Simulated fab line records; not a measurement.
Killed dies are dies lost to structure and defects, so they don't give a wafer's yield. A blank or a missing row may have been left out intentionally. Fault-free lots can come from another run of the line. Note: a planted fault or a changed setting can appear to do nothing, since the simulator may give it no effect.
fab line records	flow nand_harc
record lots=24	wafers=72	last_day=33
route steps=1302 shown A_CONTACT@1066 A_BLC@1131
lots that met no fault: taken from a fault-free run of the same line
start_h: hours from the record's first day to the start of the lot's first wafer shown	wait_h: hours from the lot's prior step to this one	" the same as in the row above	L1.1+2: several wafers, shown together as one row	- either no value or no given start	* or withheld: withheld	< > ~ a bound
route shown NAME@n: a module of which the file shows steps, and the number in the route of the first	usual: average and standard deviation across the fault-free wafers	same: alike in all rows	chamber/n: place in a boat	sites: per-site readings	_std_site: their standard deviation	_edge_site: the outer-site mean with the inner-site mean subtracted	radius_mm: for every site, how far away it sits from the centre of the wafer	mask NAME#n: copy n	behind: the most recent tool/chamber to have shaped the wafer	hold: why the lot was held/for how many hours/how that ended	device: whichever transistor did not switch (one of n, p or np)	end of line: at the end of the route, the tests of the same wafers	where a step has no rows: the recipe by itself	killed: dies lost to structure and defects at the first sort, not the wafer's yield	map: shows each die of a wafer: x if killed, . if not, _ if none is there
set.NAME: the run value of the setting; set.NAME@STEP: its run value at that earlier step	model.NAME: the simulator's own value behind a step, which no gauge read
the route's steps for a sample of lots (tables are steps, rows are wafers)
services: from which hour (start_h, from the record's first day; less than 0 if before it) a tool's chamber was out of use, for how many hours, and why
## steps
# step NHARC_A_CONTACT_DEP_84
# recipe target_thk_a=28000	temp_c=400	material=aC
# usual throttle_valve_pct=34.999/0.0093
lot.wafer	tool	chamber	start_h	wait_h	throttle_valve_pct
L075.1	acl_dep-02	0	517.01	-	35.004
L075.5	"	0	518.15	-	35.003
L075.6	"	0	"	"	34.996
L074.2	acl_dep-03	0	521.77	-	35.006
L074.4	"	0	"	"	35.001
L074.6	"	0	"	"	34.992
L076.1	acl_dep-02	0	528.94	-	34.993
L076.2	"	0	"	"	34.995
L076.3	"	0	"	"	35.000
L077.2	acl_dep-03	0	531.35	-	34.991
L077.3	"	0	"	"	35.016
L077.4	"	0	"	"	35.004
L078.1	acl_dep-03	0	561.94	-	34.993
L078.2	"	0	"	"	35.002
L078.6	"	0	563.38	-	35.002
L080.1	acl_dep-01	0	576.84	-	34.990
L080.2	"	0	"	"	35.000
L080.4	"	0	"	"	34.998
L079.1	acl_dep-03	0	580.10	-	34.986
L079.2	"	0	"	"	34.993
L079.6	"	0	581.54	-	34.989
L081.1	acl_dep-01	0	592.25	-	34.991
L081.5	"	0	593.40	-	34.976
L081.6	"	0	"	"	35.010
L082.1	acl_dep-03	0	600.56	-	35.001
L082.4	"	0	"	"	34.998
L082.5	"	0	"	"	35.008
L084.1	acl_dep-01	0	608.09	-	35.002
L084.2	"	0	"	"	35.000
L084.6	"	0	609.51	-	34.993
L086.2	acl_dep-03	0	608.34	-	35.009
L086.4	"	0	"	"	34.997
L086.6	"	0	"	"	34.984
L085.1	acl_dep-03	0	611.64	-	34.990
L085.4	"	0	"	"	34.998
L085.6	"	0	"	"	34.995
L083.2	acl_dep-01	0	614.28	-	35.006
L083.3	"	0	"	"	34.999
L083.4	"	0	"	"	35.009
L087.1	acl_dep-01	0	640.08	-	34.999
L087.2	"	0	"	"	34.988
L087.3	"	0	"	"	34.988
L089.3	acl_dep-02	0	641.03	-	34.995
L089.4	"	0	"	"	35.004
L089.6	"	0	"	"	35.008
L088.4	acl_dep-02	0	658.12	-	35.010
L088.5	"	0	"	"	35.003
L088.6	"	0	"	"	34.982
L090.2	acl_dep-02	0	671.71	-	35.001
L090.3	"	0	"	"	35.003
L090.6	"	0	"	"	34.994
L091.1	acl_dep-02	0	692.83	-	35.012
L091.4	"	0	"	"	34.996
L091.5	"	0	"	"	35.010
L092.2	acl_dep-01	0	694.30	-	35.001
L092.3	"	0	"	"	34.994
L092.4	"	0	"	"	34.995
L093.2	acl_dep-02	0	696.90	-	35.018
L093.4	"	0	"	"	34.993
L093.6	"	0	"	"	34.999
L094.1	acl_dep-03	0	699.39	-	35.012
L094.5	"	0	700.53	-	35.006
L094.6	"	0	"	"	34.988
L095.1	acl_dep-01	0	709.11	-	35.007
L095.4	"	0	"	"	34.998
L095.6	"	0	"	"	35.006
L096.1	acl_dep-03	0	727.20	-	35.006
L096.5	"	0	728.35	-	35.010
L096.6	"	0	"	"	34.999
L097.2	acl_dep-03	0	746.00	-	35.000
L097.4	"	0	"	"	34.994
L097.6	"	0	"	"	34.994
# step NHARC_A_CONTACT_INSPECT_10
# usual raw_defect_count=93/35
lot.wafer	tool	chamber	start_h	wait_h	raw_defect_count
L075.1	defect_inspect-01	-	519.58	0.0	21
L075.5	"	-	"	"	27
L075.6	"	-	"	"	14
L074.2	defect_inspect-02	-	524.08	0.0	54
L074.4	"	-	"	"	39
L074.6	"	-	"	"	55
L076.1	defect_inspect-01	-	531.57	0.0	148
L076.2	"	-	"	"	174
L076.3	"	-	"	"	120
L077.2	defect_inspect-01	-	533.66	0.0	66
L077.3	"	-	"	"	55
L077.4	"	-	"	"	56
L078.1	defect_inspect-02	-	564.53	0.0	103
L078.2	"	-	"	"	117
L078.6	"	-	"	"	116
L080.1	defect_inspect-01	-	579.45	0.0	63
L080.2	"	-	"	"	69
L080.4	"	-	"	"	75
L079.1	defect_inspect-02	-	582.57	0.0	111
L079.2	"	-	"	"	123
L079.6	"	-	"	"	118
L081.1	defect_inspect-01	-	594.86	0.0	147
L081.5	"	-	"	"	175
L081.6	"	-	"	"	183
L082.1	defect_inspect-02	-	603.18	0.0	70
L082.4	"	-	"	"	61
L082.5	"	-	"	"	61
L086.2	defect_inspect-01	-	610.64	0.0	63
L086.4	"	-	"	"	65
L086.6	"	-	"	"	68
L084.1	defect_inspect-02	-	610.79	0.0	140
L084.2	"	-	"	"	135
L084.6	"	-	"	"	115
L085.1	defect_inspect-02	-	614.13	0.0	109
L085.4	"	-	"	"	120
L085.6	"	-	"	"	110
L083.2	defect_inspect-01	-	616.59	0.0	84
L083.3	"	-	"	"	105
L083.4	"	-	"	"	89
L087.1	defect_inspect-01	-	642.73	0.0	158
L087.2	"	-	"	"	151
L087.3	"	-	"	"	132
L089.3	defect_inspect-01	-	643.05	0.0	78
L089.4	"	-	"	"	63
L089.6	"	-	"	"	69
L088.4	defect_inspect-01	-	659.85	0.0	80
L088.5	"	-	"	"	96
L088.6	"	-	"	"	106
L090.2	defect_inspect-01	-	674.00	0.0	51
L090.3	"	-	"	"	71
L090.6	"	-	"	"	55
L091.1	defect_inspect-01	-	695.29	0.0	81
L091.4	"	-	"	"	90
L091.5	"	-	"	"	86
L092.2	defect_inspect-01	-	696.61	0.0	129
L092.3	"	-	"	"	147
L092.4	"	-	"	"	144
L093.2	defect_inspect-01	-	699.21	0.0	92
L093.4	"	-	"	"	94
L093.6	"	-	"	"	103
L094.1	defect_inspect-01	-	701.93	0.0	94
L094.5	"	-	"	"	86
L094.6	"	-	"	"	84
L095.1	defect_inspect-02	-	711.81	0.0	72
L095.4	"	-	"	"	75
L095.6	"	-	"	"	84
L096.1	defect_inspect-01	-	729.66	0.0	77
L096.5	"	-	"	"	95
L096.6	"	-	"	"	91
L097.2	defect_inspect-01	-	748.17	0.0	87
L097.4	"	-	"	"	87
L097.6	"	-	"	"	103
# step NHARC_A_CONTACT_DESCUM_13
# recipe time_s=3	o2_flow_sccm=200	ar_flow_sccm=0	bias_power_w=0	chemistry=O2
# usual drypump_motor_current_A=5.8/0.46	oes_product_au=0.998/0.0072	rf_vpp_V=57.8/0.87	showerhead_plenum_p_Torr=1.92/0.082	throttle_valve_pct=11.310/0.0095
lot.wafer	tool	chamber	start_h	wait_h	drypump_motor_current_A	oes_product_au	rf_hours_counter_h	rf_vpp_V	showerhead_plenum_p_Torr	throttle_valve_pct
L075.1	rie_diel-04	0	519.66	0.1	5.4	1.009	48	57.3	1.77	11.319
L075.5	"	2	"	"	6.1	1.007	-	57.4	1.80	11.313
L075.6	"	3	"	"	5.4	1.001	-	58.8	1.87	11.316
L074.4	rie_diel-12	2	524.14	0.1	5.6	0.986	10	57.9	1.90	11.324
L074.2	"	3	"	"	6.5	0.997	9	57.6	1.97	11.312
L074.6	"	2	"	"	5.6	0.995	-	59.4	1.90	11.334
L076.3	rie_diel-12	2	531.64	0.1	5.6	0.998	11	57.3	1.90	11.314
L076.2	"	3	"	"	6.5	1.005	10	58.4	1.97	11.308
L076.1	"	0	"	"	6.1	0.997	10	58.0	1.91	11.300
L077.4	rie_diel-12	2	533.72	0.1	5.6	1.002	11	58.7	1.90	11.304
L077.2	"	3	"	"	6.6	0.996	11	57.9	1.96	11.308
L077.3	"	1	"	"	5.7	1.002	11	58.0	2.01	11.308
L078.1	rie_diel-12	2	564.59	0.1	5.6	1.004	16	57.1	1.90	11.313
L078.2	"	1	"	"	5.7	1.002	15	57.8	2.01	11.318
L078.6	"	2	"	"	5.6	0.996	-	56.2	1.90	11.294
L080.2	rie_diel-04	3	579.51	0.1	5.4	0.998	9	57.2	1.86	11.308
L080.1	"	0	"	"	5.4	0.998	10	57.6	2.07	11.316
L080.4	"	1	"	"	4.8	0.993	11	58.3	1.82	11.307
L079.1	rie_diel-04	2	582.67	0.1	6.0	0.997	11	58.5	1.80	11.333
L079.2	"	3	"	"	5.5	0.994	10	59.8	1.86	11.311
L079.6	"	2	"	"	6.0	0.995	-	55.3	1.80	11.305
L081.1	rie_diel-04	1	594.93	0.1	4.9	0.988	17	57.9	1.82	11.312
L081.6	"	0	"	"	5.4	0.990	-	58.0	2.07	11.314
L081.5	"	1	"	"	4.9	0.990	-	56.5	1.82	11.313
L082.1	rie_diel-07	2	603.25	0.1	6.3	0.987	51	59.0	2.06	11.309
L082.4	"	0	"	"	6.5	0.997	40	57.8	1.77	11.332
L082.5	"	1	"	"	5.4	0.996	-	56.7	1.95	11.314
L086.4	rie_diel-12	3	610.71	0.1	6.6	0.992	23	56.9	1.96	11.307
L086.2	"	1	"	"	5.7	0.995	23	59.4	2.00	11.299
L086.6	"	2	"	"	5.6	1.001	-	57.1	1.90	11.303
L084.2	rie_diel-12	3	610.85	0.1	6.6	1.000	23	58.2	1.96	11.297
L084.1	"	2	"	"	5.6	1.007	24	57.2	1.90	11.300
L084.6	"	3	"	"	6.6	0.989	-	58.8	1.96	11.308
L085.1	rie_diel-07	2	614.20	0.1	6.2	0.993	57	57.7	2.06	11.320
L085.4	"	3	"	"	5.9	1.008	49	57.9	1.80	11.310
L085.6	"	2	"	"	6.2	0.994	-	57.9	2.06	11.303
L083.3	rie_diel-12	2	616.65	0.1	5.6	0.993	26	57.7	1.90	11.331
L083.2	"	3	"	"	6.6	1.003	25	58.5	1.96	11.311
L083.4	"	0	"	"	6.0	0.983	23	56.7	1.91	11.309
L087.2	rie_diel-12	2	642.80	0.1	5.6	0.994	1	57.8	1.89	11.307
L087.3	"	3	"	"	6.6	0.993	1	57.7	1.96	11.322
L087.1	"	0	"	"	6.0	1.009	1	57.8	1.91	11.305
L089.4	rie_diel-04	0	643.14	0.1	5.4	1.003	33	58.6	2.07	11.289
L089.3	"	2	"	"	6.0	1.001	33	56.4	1.79	11.313
L089.6	"	1	"	"	4.9	0.997	-	56.3	1.82	11.311
L088.4	rie_diel-12	0	659.92	0.1	6.1	0.998	4	56.3	1.91	11.307
L088.6	"	2	"	"	5.6	1.006	-	58.9	1.89	11.316
L088.5	"	3	"	"	6.5	0.997	-	57.7	1.96	11.311
L090.2	rie_diel-12	0	674.08	0.1	6.0	0.996	8	57.8	1.91	11.289
L090.3	"	1	"	"	5.7	0.994	7	58.5	2.00	11.306
L090.6	"	3	"	"	6.6	0.997	-	57.0	1.96	11.318
L091.4	rie_diel-04	0	695.37	0.1	5.4	1.010	51	58.0	2.06	11.313
L091.1	"	1	"	"	4.8	1.003	51	56.3	1.81	11.310
L091.5	"	2	"	"	6.0	0.996	-	56.6	1.79	11.310
L092.3	rie_diel-12	0	696.67	0.1	6.0	1.000	13	57.9	1.90	11.321
L092.4	"	1	"	"	5.7	0.991	12	58.4	2.00	11.303
L092.2	"	2	"	"	5.6	1.000	12	58.0	1.89	11.315
L093.4	rie_diel-07	0	699.28	0.1	6.4	1.001	15	58.0	2.07	11.304
L093.2	"	2	"	"	6.2	0.999	14	57.1	2.05	11.305
L093.6	"	3	"	"	5.8	0.998	-	56.9	1.79	11.307
L094.1	rie_diel-12	0	701.99	0.1	6.0	1.001	14	57.7	1.90	11.325
L094.5	"	0	"	"	6.1	0.999	-	56.5	1.90	11.310
L094.6	"	1	"	"	5.7	0.996	-	59.0	2.00	11.320
L095.1	rie_diel-04	3	711.87	0.1	5.4	0.995	60	57.1	1.84	11.306
L095.4	"	2	"	"	6.0	0.999	60	57.4	1.78	11.312
L095.6	"	3	"	"	5.4	0.998	-	57.0	1.84	11.299
L096.1	rie_diel-12	2	730.88	1.2	5.6	1.010	18	58.9	1.89	11.336
L096.6	"	0	"	"	6.0	0.998	-	56.2	1.90	11.314
L096.5	"	2	"	"	5.6	0.997	-	57.3	1.89	11.293
L097.2	rie_diel-12	1	748.24	0.1	5.7	0.979	18	59.0	2.00	11.302
L097.4	"	3	"	"	6.5	0.988	25	56.5	1.95	11.307
L097.6	"	1	"	"	5.7	0.989	-	58.1	2.00	11.302
# step NHARC_A_CONTACT_ETCH_110
# recipe target_depth_a=600	overetch_a=60	time_s=33	ion_energy_ev=100	cf4_flow_sccm=80	o2_flow_sccm=20	ar_flow_sccm=0	rf_w=300	bias_w=100	chemistry=CF4/O2
# usual bias_w=100.0/0.32	drypump_motor_current_A=5.9/0.45	oes_product_au=0.999/0.0068	rf_vpp_V=197.9/1.4	showerhead_plenum_p_Torr=1.34/0.052	throttle_valve_pct=13.397/0.0082
lot.wafer	tool	chamber	start_h	wait_h	bias_w	drypump_motor_current_A	oes_product_au	rf_hours_counter_h	rf_vpp_V	showerhead_plenum_p_Torr	throttle_valve_pct
L075.1	rie_diel-12	1	523.23	0.1	100.0	5.7	1.005	9	199.2	1.40	13.393
L075.5	"	0	"	"	100.0	6.1	0.995	-	197.9	1.33	13.406
L075.6	"	1	"	"	99.8	5.7	1.001	-	199.3	1.40	13.386
L074.4	rie_diel-12	3	528.15	0.1	100.2	6.5	0.995	10	197.8	1.37	13.390
L074.2	"	0	"	"	99.8	6.0	0.990	10	198.2	1.33	13.389
L074.6	"	2	"	"	100.0	5.6	0.997	-	198.1	1.33	13.390
L076.1	rie_diel-12	3	535.14	0.1	99.7	6.5	0.995	12	199.6	1.37	13.393
L076.3	"	0	"	"	100.4	6.1	0.995	11	197.6	1.33	13.379
L076.2	"	2	"	"	100.2	5.6	0.987	12	197.2	1.33	13.408
L077.2	rie_diel-12	0	537.25	0.1	99.5	6.0	0.992	12	198.5	1.33	13.399
L077.4	"	2	"	"	100.0	5.6	0.997	12	197.8	1.33	13.395
L077.3	"	3	"	"	100.0	6.5	0.991	12	196.3	1.37	13.399
L078.1	rie_diel-12	2	568.08	0.1	99.9	5.6	1.001	17	199.0	1.32	13.405
L078.2	"	3	"	"	100.0	6.5	1.000	16	198.6	1.37	13.401
L078.6	"	0	"	"	99.8	6.1	0.995	-	196.5	1.33	13.400
L080.4	rie_diel-04	0	583.36	0.1	100.5	5.4	1.011	11	200.0	1.44	13.398
L080.1	"	1	"	"	99.8	4.8	0.993	12	196.6	1.27	13.398
L080.2	"	3	"	"	100.1	5.4	0.998	10	197.4	1.30	13.405
L079.2	rie_diel-07	0	586.45	0.1	100.0	6.5	1.010	33	196.3	1.24	13.385
L079.1	"	2	"	"	100.1	6.2	1.003	46	200.5	1.44	13.399
L079.6	"	0	"	"	100.5	6.4	1.007	-	194.1	1.24	13.395
L081.1	rie_diel-12	2	598.61	0.1	100.2	5.6	1.010	22	195.8	1.32	13.400
L081.5	"	1	"	"	99.6	5.7	1.010	-	198.9	1.40	13.394
L081.6	"	2	"	"	100.1	5.6	0.995	-	199.5	1.32	13.398
L082.4	rie_diel-12	1	606.74	0.1	100.2	5.7	0.989	23	198.1	1.40	13.401
L082.1	"	2	"	"	100.5	5.6	0.998	23	197.2	1.32	13.402
L082.5	"	1	"	"	99.8	5.7	1.010	-	199.3	1.40	13.394
L086.4	rie_diel-12	1	614.38	0.1	100.5	5.7	0.999	25	199.1	1.40	13.405
L086.2	"	2	"	"	100.5	5.6	1.000	25	196.4	1.32	13.379
L086.6	"	0	"	"	100.4	6.0	0.992	-	197.8	1.33	13.397
L084.1	rie_diel-12	0	614.83	0.1	99.5	6.0	1.007	23	198.2	1.33	13.382
L084.2	"	1	"	"	99.8	5.7	1.009	25	198.8	1.40	13.397
L084.6	"	2	"	"	99.7	5.6	1.001	-	197.7	1.32	13.407
L085.1	rie_diel-04	0	617.80	0.1	99.7	5.4	1.004	23	199.7	1.44	13.417
L085.4	"	3	"	"	99.9	5.4	1.005	23	197.5	1.30	13.392
L085.6	"	0	"	"	99.8	5.4	1.002	-	198.6	1.44	13.380
L083.3	rie_diel-12	2	620.14	0.0	99.9	5.6	1.003	26	196.4	1.32	13.393
L083.2	"	0	"	"	99.6	6.0	0.997	23	196.2	1.33	13.398
L083.4	"	1	"	"	100.0	5.7	0.999	25	200.6	1.40	13.399
L087.2	rie_diel-12	0	646.28	0.1	99.8	6.0	1.003	2	196.3	1.33	13.403
L087.1	"	1	"	"	100.6	5.7	0.988	1	200.3	1.40	13.392
L087.3	"	2	"	"	100.0	5.6	0.996	2	196.7	1.32	13.402
L089.3	rie_diel-07	2	646.77	0.1	100.3	6.2	1.010	68	198.6	1.43	13.410
L089.4	"	3	"	"	99.9	5.8	1.006	57	197.8	1.26	13.387
L089.6	"	1	"	"	100.6	5.3	1.005	-	198.2	1.35	13.402
L088.4	rie_diel-04	2	663.54	0.1	99.8	6.0	0.995	42	195.3	1.25	13.396
L088.6	"	1	"	"	100.1	4.8	0.996	-	196.6	1.27	13.410
L088.5	"	2	"	"	99.9	6.0	1.007	-	194.1	1.25	13.400
L090.2	rie_diel-07	3	677.72	0.1	99.9	5.9	1.005	6	195.9	1.26	13.391
L090.3	"	0	"	"	100.5	6.4	0.996	5	199.6	1.44	13.387
L090.6	"	3	"	"	100.3	5.9	0.994	-	196.2	1.26	13.385
L091.4	rie_diel-12	2	698.83	0.1	99.7	5.6	1.006	12	197.2	1.32	13.402
L091.1	"	0	"	"	99.9	6.1	1.010	14	198.5	1.33	13.400
L091.5	"	3	"	"	100.2	6.5	1.001	-	199.3	1.36	13.394
L092.4	rie_diel-12	1	700.15	0.1	100.0	5.7	0.986	13	197.5	1.39	13.391
L092.3	"	3	"	"	99.9	6.6	0.993	13	198.6	1.36	13.405
L092.2	"	0	"	"	99.6	6.0	0.999	14	198.2	1.33	13.397
L093.4	rie_diel-04	2	705.76	0.1	100.1	6.0	1.002	58	196.7	1.25	13.402
L093.2	"	3	"	"	100.0	5.4	1.004	58	199.1	1.29	13.406
L093.6	"	2	"	"	100.5	6.0	0.998	-	194.0	1.25	13.403
L094.1	rie_diel-12	2	705.92	0.1	100.3	5.6	1.010	14	197.8	1.32	13.388
L094.5	"	0	"	"	99.6	6.1	1.007	-	197.3	1.33	13.409
L094.6	"	1	"	"	99.7	5.7	0.995	-	199.3	1.39	13.408
L095.4	rie_diel-12	1	715.49	0.1	100.1	5.7	0.993	16	199.5	1.39	13.392
L095.1	"	2	"	"	99.3	5.6	0.994	16	198.7	1.32	13.400
L095.6	"	2	"	"	99.7	5.6	1.011	-	196.8	1.32	13.401
L096.1	rie_diel-12	3	735.13	0.1	99.8	6.6	0.996	21	197.5	1.36	13.403
L096.6	"	0	"	"	99.8	6.1	1.009	-	197.6	1.33	13.388
L096.5	"	2	"	"	100.1	5.6	1.005	-	197.3	1.32	13.399
L097.2	rie_diel-12	2	751.76	0.1	100.4	5.6	0.997	23	198.1	1.32	13.402
L097.4	"	0	"	"	100.2	6.1	1.001	23	197.9	1.33	13.382
L097.6	"	2	"	"	100.8	5.6	0.996	-	196.5	1.32	13.388
# step NHARC_A_CONTACT_CMP_20
# recipe t_overpolish_s=30	target_thk_nm=300
# usual motor_current_A=11.9/0.98	overpolish_run_s=30.001/0.0086	retaining_ring_pressure_frac=1.000/0.0053	time_to_endpoint_s=60.1/2.5
lot.wafer	tool	chamber	start_h	wait_h	motor_current_A	overpolish_run_s	retaining_ring_pressure_frac	time_to_endpoint_s
L075.1	cmp-02	0	525.05	0.7	12.2	30.009	1.000	62.6
L075.6	"	1	"	"	11.6	30.001	0.991	62.3
L075.5	"	2	"	"	10.0	30.006	0.996	63.7
L074.4	cmp-01	3	529.89	0.5	12.7	29.996	1.001	59.2
L074.2	"	1	"	"	11.7	30.021	1.003	58.6
L074.6	"	3	"	"	11.8	29.996	0.989	61.0
L076.3	cmp-03	0	536.86	0.5	13.2	30.009	1.003	60.1
L076.2	"	2	"	"	10.7	30.001	0.994	67.0
L076.1	"	3	"	"	13.1	30.002	0.993	62.5
L077.3	cmp-02	2	539.01	0.5	10.2	29.996	1.000	57.3
L077.2	"	3	"	"	12.2	30.000	0.997	61.6
L077.4	"	1	"	"	11.6	30.018	0.994	60.5
L078.1	cmp-01	2	569.83	0.7	11.8	30.001	0.993	62.1
L078.2	"	0	"	"	11.9	29.997	1.002	60.3
L078.6	"	2	"	"	12.0	30.001	0.997	61.0
L080.2	cmp-01	2	585.55	0.8	12.5	29.995	1.006	58.6
L080.1	"	3	"	"	11.6	30.013	0.994	61.8
L080.4	"	0	"	"	12.4	30.005	0.997	60.8
L079.2	cmp-02	1	588.21	0.7	11.8	30.005	0.996	64.9
L079.1	"	2	"	"	9.7	29.996	0.994	60.6
L079.6	"	0	"	"	12.5	30.010	1.006	61.8
L081.1	cmp-01	1	600.37	0.7	10.8	30.009	1.003	60.0
L081.6	"	0	"	"	11.9	30.000	1.001	55.0
L081.5	"	1	"	"	11.2	30.010	0.997	56.7
L082.4	cmp-03	1	608.55	0.5	11.3	30.004	0.987	58.9
L082.1	"	2	"	"	11.1	29.997	1.001	63.3
L082.5	"	1	"	"	11.5	30.006	0.985	61.9
L086.2	cmp-01	0	616.16	0.7	12.1	30.007	1.006	56.4
L086.4	"	1	"	"	11.5	30.006	1.001	54.9
L086.6	"	2	"	"	12.4	30.003	0.998	57.3
L084.2	cmp-02	1	616.57	0.7	11.4	29.996	1.003	58.6
L084.1	"	3	"	"	12.0	30.004	0.994	59.3
L084.6	"	0	"	"	12.4	30.014	1.006	59.4
L085.1	cmp-03	2	619.55	0.8	10.1	29.994	0.995	63.7
L085.4	"	3	"	"	12.9	29.994	1.010	64.8
L085.6	"	1	"	"	11.3	30.001	1.007	61.3
L083.4	cmp-01	2	621.88	0.4	12.0	30.011	0.996	60.6
L083.3	"	0	"	"	11.8	30.006	1.004	56.7
L083.2	"	1	"	"	11.2	30.008	1.007	57.5
L087.2	cmp-02	1	648.02	0.8	11.3	30.005	1.006	62.2
L087.3	"	2	"	"	10.0	30.004	1.004	60.5
L087.1	"	3	"	"	12.6	29.990	1.005	59.3
L089.3	cmp-03	3	648.70	0.4	12.7	29.990	1.001	60.6
L089.4	"	2	"	"	11.1	29.998	0.990	60.5
L089.6	"	0	"	"	13.6	29.999	1.001	57.1
L088.4	cmp-02	3	665.29	0.4	12.3	29.998	1.007	62.1
L088.6	"	3	"	"	11.7	30.004	0.997	60.5
L088.5	"	0	"	"	12.0	29.993	0.991	59.5
L090.2	cmp-02	3	679.45	0.8	12.4	30.007	0.996	59.9
L090.3	"	1	"	"	12.4	29.986	0.996	61.9
L090.6	"	3	"	"	13.1	29.997	0.998	62.0
L091.4	cmp-02	0	701.29	0.6	12.6	30.005	0.994	53.9
L091.1	"	2	"	"	10.3	30.014	1.003	56.9
L091.5	"	0	"	"	11.9	30.021	0.995	58.5
L092.2	cmp-03	1	701.91	0.8	11.1	29.988	0.991	61.5
L092.3	"	2	"	"	10.2	30.004	1.004	64.3
L092.4	"	3	"	"	13.9	30.001	0.997	61.4
L093.2	cmp-03	1	707.55	0.8	11.1	30.010	0.998	60.4
L093.4	"	2	"	"	10.4	30.009	0.999	65.1
L093.6	"	0	"	"	13.8	29.990	1.009	61.3
L094.1	cmp-03	1	708.45	1.4	10.9	30.010	0.997	56.8
L094.5	"	3	"	"	13.7	29.999	1.002	62.0
L094.6	"	0	"	"	13.4	30.008	1.008	57.7
L095.1	cmp-01	0	717.28	0.8	12.5	30.018	0.994	57.3
L095.4	"	1	"	"	11.9	30.011	1.003	58.6
L095.6	"	0	"	"	12.8	29.995	0.996	56.3
L096.1	cmp-02	0	736.97	0.8	11.9	30.001	1.006	58.7
L096.5	"	2	"	"	9.8	30.005	0.997	58.5
L096.6	"	3	"	"	12.0	30.011	1.001	63.2
L097.2	cmp-01	0	753.69	0.6	12.3	29.986	0.999	55.0
L097.4	"	3	"	"	12.0	29.991	1.004	55.0
L097.6	"	1	"	"	11.6	29.983	0.992	55.8
# step NHARC_A_BLC_ALD_23
# recipe target_thk_a=30	pulse_time_s=1	ald_cycles=150	temp_c=450	material=TiN
# usual heater_power_w=1071/110	precursor_pulse_height_rel=0.998/0.018
lot.wafer	tool	chamber	start_h	wait_h	heater_power_w	precursor_pulse_height_rel
L075.1	ald_metal-04	1	528.01	-	960	1.018
L075.5	"	3	"	"	917	1.012
L075.6	"	0	"	"	1195	0.986
L074.2	ald_metal-02	2	532.81	-	1007	0.968
L074.4	"	3	"	"	1013	1.012
L074.6	"	3	"	"	1022	1.016
L076.2	ald_metal-03	3	539.65	-	1075	1.003
L076.1	"	1	"	"	1037	1.011
L076.3	"	2	"	"	1022	0.990
L077.3	ald_metal-02	0	541.92	-	1184	0.991
L077.4	"	1	"	"	1015	0.979
L077.2	"	2	"	"	1020	0.998
L078.1	ald_metal-04	3	572.74	-	881	1.014
L078.2	"	1	"	"	943	0.999
L078.6	"	3	"	"	932	0.990
L080.1	ald_metal-03	0	588.47	-	1196	1.009
L080.4	"	2	"	"	1102	0.988
L080.2	"	3	"	"	1093	0.997
L079.2	ald_metal-02	3	591.11	-	1046	1.008
L079.1	"	1	"	"	1025	0.961
L079.6	"	0	"	"	1154	1.007
L081.1	ald_metal-04	1	603.30	-	911	1.020
L081.6	"	1	"	"	934	0.961
L081.5	"	2	"	"	1158	0.993
L082.1	ald_metal-04	2	611.57	-	1121	1.028
L082.4	"	0	"	"	1196	1.028
L082.5	"	2	"	"	1140	0.982
L086.2	ald_metal-03	3	619.12	-	1111	0.990
L086.4	"	1	"	"	1115	1.016
L086.6	"	3	"	"	1109	1.016
L084.1	ald_metal-04	2	619.48	-	1136	0.992
L084.2	"	0	"	"	1183	1.001
L084.6	"	2	"	"	1147	0.990
L085.1	ald_metal-03	1	622.45	-	1132	1.029
L085.4	"	3	"	"	1101	1.004
L085.6	"	0	"	"	1196	0.966
L083.4	ald_metal-04	1	624.69	-	949	0.987
L083.3	"	2	"	"	1177	0.978
L083.2	"	3	"	"	910	1.001
L087.2	ald_metal-02	3	650.95	-	1070	0.985
L087.3	"	0	"	"	1102	0.968
L087.1	"	1	"	"	1061	1.006
L089.4	ald_metal-04	0	651.63	-	1148	1.009
L089.3	"	1	"	"	954	0.993
L089.6	"	1	"	"	969	1.057
L088.4	ald_metal-04	2	668.13	-	1118	1.032
L088.6	"	3	"	"	915	1.024
L088.5	"	0	"	"	1260	0.967
L090.2	ald_metal-04	2	682.39	-	1156	1.018
L090.3	"	3	"	"	929	1.008
L090.6	"	1	"	"	910	0.986
L091.1	ald_metal-02	1	704.22	-	1021	0.993
L091.4	"	0	"	"	1128	0.996
L091.5	"	2	"	"	1000	1.003
L092.4	ald_metal-04	3	704.87	-	915	1.038
L092.3	"	0	"	"	1262	1.012
L092.2	"	1	"	"	898	0.968
L093.4	ald_metal-02	3	710.66	-	1052	1.020
L093.2	"	0	"	"	1111	1.020
L093.6	"	0	"	"	1115	1.008
L094.1	ald_metal-04	0	711.38	-	1235	0.996
L094.6	"	0	"	"	1229	1.010
L094.5	"	1	"	"	921	1.007
L095.1	ald_metal-04	2	720.50	-	1161	0.982
L095.4	"	3	"	"	921	0.986
L095.6	"	0	"	"	1240	1.020
L096.1	ald_metal-03	2	739.77	-	1053	0.971
L096.5	"	3	"	"	1117	0.973
L096.6	"	0	"	"	1168	0.991
L097.2	ald_metal-03	0	756.48	-	1177	0.998
L097.4	"	1	"	"	1098	0.990
L097.6	"	1	"	"	1094	1.011
## services
tool	chamber	start_h	hours	kind
cmp-02	-	497.03	0.3	repair
rie_diel-04	2	502.68	5.3	repair
rie_diel-12	-	506.15	12.8	repair
cmp-02	-	518.61	2.6	repair
cmp-02	-	526.50	4.0	pm
rie_diel-04	2	528.93	13.7	repair
ald_metal-04	3	536.32	6.2	repair
rie_diel-04	-	544.82	9.0	pm
cmp-02	-	545.97	0.3	repair
ald_metal-04	-	556.47	0.6	repair
cmp-01	-	557.29	2.6	repair
cmp-02	-	577.09	0.7	repair
cmp-01	-	580.54	4.0	pm
rie_diel-12	0	580.54	3.8	repair
cmp-02	-	624.65	4.0	pm
ald_metal-04	-	652.12	10.0	pm
acl_dep-03	-	671.39	13.0	pm
cmp-02	-	684.42	2.1	repair
cmp-02	-	692.19	2.0	repair
rie_diel-12	1	719.57	3.3	repair
rie_diel-12	2	720.50	7.4	repair
rie_diel-04	-	721.82	9.0	pm
cmp-02	-	722.65	4.0	pm
rie_diel-12	0	723.05	6.6	repair
## key
fault none
